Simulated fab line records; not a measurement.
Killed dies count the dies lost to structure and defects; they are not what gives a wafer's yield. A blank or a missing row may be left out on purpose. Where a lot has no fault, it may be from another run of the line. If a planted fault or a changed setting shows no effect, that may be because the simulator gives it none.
Which tool is to blame? + flow n5-finfet + 30 wafers from 11 lots sampled at 4 of the route's 1938 steps

WHAT THE GAUGES READ, wafer by wafer
The record lacks any reading of a measuring or inspecting step that a usual standard deviation could be used to judge.

WHAT TOOL EACH LOT RAN ON (gives the tool, then ch and the chambers of the sampled wafers, and finally the start)
| lot  | N5_BEOL_M6_ETCH_65                 | N5_BEOL_M6_TRENCH_ETCH_37                     | N5_BEOL_M6_DEGAS_44          | N5_BEOL_M7_PECVD_70             |
|------|------------------------------------|-----------------------------------------------|------------------------------|---------------------------------|
| L553 | rie-diel-01 ch 2,3, day 10 04:26   | rie-diel-01 ch 2,3, day 10 05:25 or earlier   | pvd-sputter-01, day 10 05:25 | pecvd-01 ch 0,1, day 10 09:30   |
| L555 | rie-diel-06 ch 0,2, day 10 07:24   | rie-diel-06 ch 0,2, day 10 08:26 or earlier   | pvd-sputter-01, day 10 08:26 | pecvd-02 ch 0,1,2, day 10 12:44 |
| L554 | rie-diel-01 ch 1,2, day 10 08:05   | rie-diel-01 ch 1,2, day 10 08:59 or earlier   | pvd-sputter-01, day 10 08:59 | pecvd-04 ch 0,1,2, day 10 14:43 |
| L559 | rie-diel-06 ch 1,2, day 10 23:22   | rie-diel-06 ch 1,2, day 11 01:50 or earlier   | pvd-sputter-03, day 11 01:50 | pecvd-04 ch 1,2, day 11 06:10   |
| L562 | rie-diel-01 ch 0,1,3, day 12 02:55 | rie-diel-01 ch 0,1,3, day 12 04:29 or earlier | pvd-sputter-01, day 12 04:29 | pecvd-04 ch 0,2, day 12 09:01   |
| L567 | rie-diel-03 ch 0,3, day 13 11:14   | rie-diel-03 ch 0,3, day 13 12:15 or earlier   | pvd-sputter-03, day 13 12:15 | pecvd-02 ch 0,1, day 13 15:22   |
| L569 | rie-diel-01 ch 2,3, day 13 13:27   | rie-diel-01 ch 2,3, day 13 15:58 or earlier   | pvd-sputter-01, day 13 15:58 | pecvd-02 ch 0,1, day 13 18:14   |
| L570 | rie-diel-06 ch 0,1, day 14 03:23   | rie-diel-06 ch 0,1, day 14 04:32 or earlier   | pvd-sputter-02, day 14 04:32 | pecvd-01 ch 0,2, day 14 07:07   |
| L571 | rie-diel-06 ch 0,2,3, day 14 06:09 | rie-diel-06 ch 0,2,3, day 14 07:34 or earlier | pvd-sputter-03, day 14 07:34 | pecvd-02 ch 0,1, day 14 09:54   |
| L576 | rie-diel-01 ch 0,1, day 15 06:22   | rie-diel-01 ch 0,1, day 15 07:22 or earlier   | pvd-sputter-03, day 15 07:22 | pecvd-02 ch 0,1,2, day 15 09:40 |
| L575 | rie-diel-01 ch 0,2, day 15 06:53   | rie-diel-01 ch 0,2, day 15 07:46 or earlier   | pvd-sputter-02, day 15 07:46 | pecvd-02 ch 0,1,2, day 15 10:20 |
- N5_BEOL_M6_ETCH_65: etches SiARC in CF4, target depth 15.6 nm, time 26 s.
- N5_BEOL_M6_TRENCH_ETCH_37: etches SiCOH lowk in C4F6/O2, target depth 94.435 nm, time 31.5 s.
- N5_BEOL_M6_DEGAS_44: time 60 s.
- N5_BEOL_M7_PECVD_70: deposits SiO2 from TEOS/O2, target thk 20 nm, time 22.7 s.

WHAT THE TOOLS THEMSELVES READ (means of the sampled wafers that have a number; where no wafer has one, the mark that the record gives instead)
N5_BEOL_M6_ETCH_65. Usual: drypump-motor-current-A 5.7 A, standard deviation 0.48; etch-rf-on-time-s 25.8 s, standard deviation 0.65; oes-product-au 0.70 a.u., standard deviation 0.073; rf-fwd-power-W 533.4 W, standard deviation 2.2; rf-vpp-V 183.5 V, standard deviation 0.87; showerhead-plenum-p-Torr 2.10 Torr, standard deviation 0.041; throttle-valve-pct 15.56 %, standard deviation 0.25.
| lot  | tool        | drypump-motor-current-A (A) | etch-rf-on-time-s (s) | oes-product-au (a.u.) | rf-fwd-power-W (W) | rf-vpp-V (V) | showerhead-plenum-p-Torr (Torr) | throttle-valve-pct (%) | flag |
|------|-------------|-----------------------------|-----------------------|-----------------------|--------------------|--------------|---------------------------------|------------------------|------|
| L553 | rie-diel-01 | 6.0                         | 26.2                  | 0.71                  | 536.1              | 182.9        | 2.08                            | 15.31                  |      |
| L555 | rie-diel-06 | 5.5                         | 25.6                  | 0.70                  | 533.7              | 183.2        | 2.10                            | 15.47                  |      |
| L554 | rie-diel-01 | 6.0                         | 26.4                  | 0.75                  | 532.6              | 184.1        | 2.10                            | 15.49                  |      |
| L559 | rie-diel-06 | 5.3                         | 25.1                  | 0.67                  | 532.4              | 183.9        | 2.14                            | 15.78                  |      |
| L562 | rie-diel-01 | 5.7                         | 25.5                  | 0.76                  | 535.1              | 183.7        | 2.09                            | 15.41                  |      |
| L567 | rie-diel-03 | 5.5                         | 26.0                  | 0.61                  | 529.7              | 183.6        | 2.08                            | 15.69                  |      |
| L569 | rie-diel-01 | 5.9                         | 26.6                  | 0.69                  | 535.8              | 182.5        | 2.08                            | 15.50                  |      |
| L570 | rie-diel-06 | 5.8                         | 25.7                  | 0.72                  | 533.4              | 183.4        | 2.08                            | 15.48                  |      |
| L571 | rie-diel-06 | 5.6                         | 25.5                  | 0.71                  | 534.9              | 183.6        | 2.10                            | 15.58                  |      |
| L576 | rie-diel-01 | 5.3                         | 25.4                  | 0.75                  | 532.3              | 183.3        | 2.10                            | 15.62                  |      |
| L575 | rie-diel-01 | 5.5                         | 26.4                  | 0.71                  | 532.6              | 183.3        | 2.09                            | 15.69                  |      |

N5_BEOL_M6_TRENCH_ETCH_37. Usual: C4F6_flow_sccm 10.000 sccm, standard deviation 0.028; drypump-motor-current-A 5.7 A, standard deviation 0.48; oes-product-au 0.82 a.u., standard deviation 0.086; rf-fwd-power-W 341.4 W, standard deviation 1.4; rf-vpp-V 665 V, standard deviation 12; showerhead-plenum-p-Torr 2.80 Torr, standard deviation 0.055; throttle-valve-pct 20.91 %, standard deviation 0.25.
| lot  | tool        | C4F6_flow_sccm (sccm) | drypump-motor-current-A (A) | oes-product-au (a.u.) | rf-fwd-power-W (W) | rf-vpp-V (V) | showerhead-plenum-p-Torr (Torr) | throttle-valve-pct (%) | flag |
|------|-------------|-----------------------|-----------------------------|-----------------------|--------------------|--------------|---------------------------------|------------------------|------|
| L553 | rie-diel-01 | 9.991                 | 6.0                         | 0.83                  | 342.8              | 660          | 2.77                            | 20.68                  |      |
| L555 | rie-diel-06 | 10.004                | 5.5                         | 0.81                  | 341.4              | 669          | 2.80                            | 20.83                  |      |
| L554 | rie-diel-01 | 9.994                 | 6.0                         | 0.88                  | 340.7              | 660          | 2.78                            | 20.89                  |      |
| L559 | rie-diel-06 | 9.986                 | 5.3                         | 0.78                  | 341.2              | 682          | 2.84                            | 21.08                  |      |
| L562 | rie-diel-01 | 10.030                | 5.7                         | 0.88                  | 341.7              | 658          | 2.79                            | 20.83                  |      |
| L567 | rie-diel-03 | 10.014                | 5.5                         | 0.72                  | 339.4              | 656          | 2.79                            | 21.07                  |      |
| L569 | rie-diel-01 | 9.989                 | 5.9                         | 0.81                  | 341.2              | 663          | 2.76                            | 20.86                  |      |
| L570 | rie-diel-06 | 9.973                 | 5.8                         | 0.83                  | 341.6              | 666          | 2.77                            | 20.79                  |      |
| L571 | rie-diel-06 | 10.007                | 5.5                         | 0.83                  | 341.2              | 669          | 2.80                            | 20.91                  |      |
| L576 | rie-diel-01 | 10.018                | 5.3                         | 0.86                  | 341.4              | 662          | 2.80                            | 21.06                  |      |
| L575 | rie-diel-01 | 9.998                 | 5.5                         | 0.83                  | 342.1              | 666          | 2.78                            | 21.08                  |      |

N5_BEOL_M6_DEGAS_44. Usual: heater-power-w reads 335 W (standard deviation 37).
| lot  | tool           | heater-power-w (W) | flag |
|------|----------------|--------------------|------|
| L553 | pvd-sputter-01 | 339                |      |
| L555 | pvd-sputter-01 | 319                |      |
| L554 | pvd-sputter-01 | 282                |      |
| L559 | pvd-sputter-03 | 353                |      |
| L562 | pvd-sputter-01 | 322                |      |
| L567 | pvd-sputter-03 | 356                |      |
| L569 | pvd-sputter-01 | 300                |      |
| L570 | pvd-sputter-02 | 332                |      |
| L571 | pvd-sputter-03 | 358                |      |
| L576 | pvd-sputter-03 | 347                |      |
| L575 | pvd-sputter-02 | 315                |      |

N5_BEOL_M7_PECVD_70. Usual: heater-power-w 737 W, standard deviation 110; rf-fwd-power-W 444.5 W, standard deviation 2.1; showerhead-plenum-p-Torr 8.77 Torr, standard deviation 0.074; susceptor-temp-C 400.02 C, standard deviation 0.2; throttle-valve-pct 22.2 %, standard deviation 0.65.
| lot  | tool     | heater-power-w (W) | rf-fwd-power-W (W) | showerhead-plenum-p-Torr (Torr) | susceptor-temp-C (C) | throttle-valve-pct (%) | flag |
|------|----------|--------------------|--------------------|---------------------------------|----------------------|------------------------|------|
| L553 | pecvd-01 | 677                | 446.6              | 8.72                            | 400.18               | 23.1                   |      |
| L555 | pecvd-02 | 694                | 445.2              | 8.80                            | 400.07               | 22.2                   |      |
| L554 | pecvd-04 | 805                | 443.8              | 8.79                            | 399.92               | 21.8                   |      |
| L559 | pecvd-04 | 745                | 441.9              | 8.75                            | 399.87               | 21.5                   |      |
| L562 | pecvd-04 | 826                | 445.8              | 8.85                            | 403.77               | 22.0                   | OFF  |
| L567 | pecvd-02 | 762                | 443.0              | 8.77                            | 399.88               | 22.7                   |      |
| L569 | pecvd-02 | 680                | 444.8              | 8.77                            | 400.04               | 22.4                   |      |
| L570 | pecvd-01 | 602                | 445.3              | 8.70                            | 400.03               | 21.7                   |      |
| L571 | pecvd-02 | 731                | 444.2              | 8.79                            | 399.75               | 22.4                   |      |
| L576 | pecvd-02 | 709                | 444.8              | 8.79                            | 400.03               | 22.6                   |      |
| L575 | pecvd-02 | 666                | 445.5              | 8.81                            | 399.85               | 22.5                   |      |

THE ANSWER, worked out from the rows above alone
Rule: a lot counts as off when the mean over its wafers that have a number is more than 3 standard deviations away from the usual mean. A lot without any number at a reading at which 4 lots or more have one is off too. Where the step has rows for the other lots, those lots are counted as sound. First the gauges in route order, then the tools' own readings, where a lot's mean is used as printed above. The first step at which some lot is off is used, and at that step the reading that is off furthest; a lot without a number counts as furthest.
Off at N5_BEOL_M7_PECVD_70 (susceptor-temp-C): L562.
A tool fits if, at that step or a process step before it, it ran every lot that is off, and no sound lot after the first of them. N5_BEOL_M6_TRENCH_ETCH_37 gives no start for some lots, so the hours and the order of its lots are those of N5_BEOL_M6_DEGAS_44. One fits: N5_BEOL_M7_PECVD_70 on pecvd-04. A fault onset in the window from L559 (day 11 06:10, its last sound lot) to L562 (day 12 09:01, its first lot off) fits.
The tool's own readings at N5_BEOL_M7_PECVD_70 bear it out: on the lots that are off they differ by more than 5 times the standard deviation of the sound lots' means. susceptor-temp-C reads 403.77 C there against 399.96 C on the sound lots.

WHAT THE SIMULATOR PUT IN
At N5_BEOL_M7_PECVD_70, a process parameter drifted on pecvd-04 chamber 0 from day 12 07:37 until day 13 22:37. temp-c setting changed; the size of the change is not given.
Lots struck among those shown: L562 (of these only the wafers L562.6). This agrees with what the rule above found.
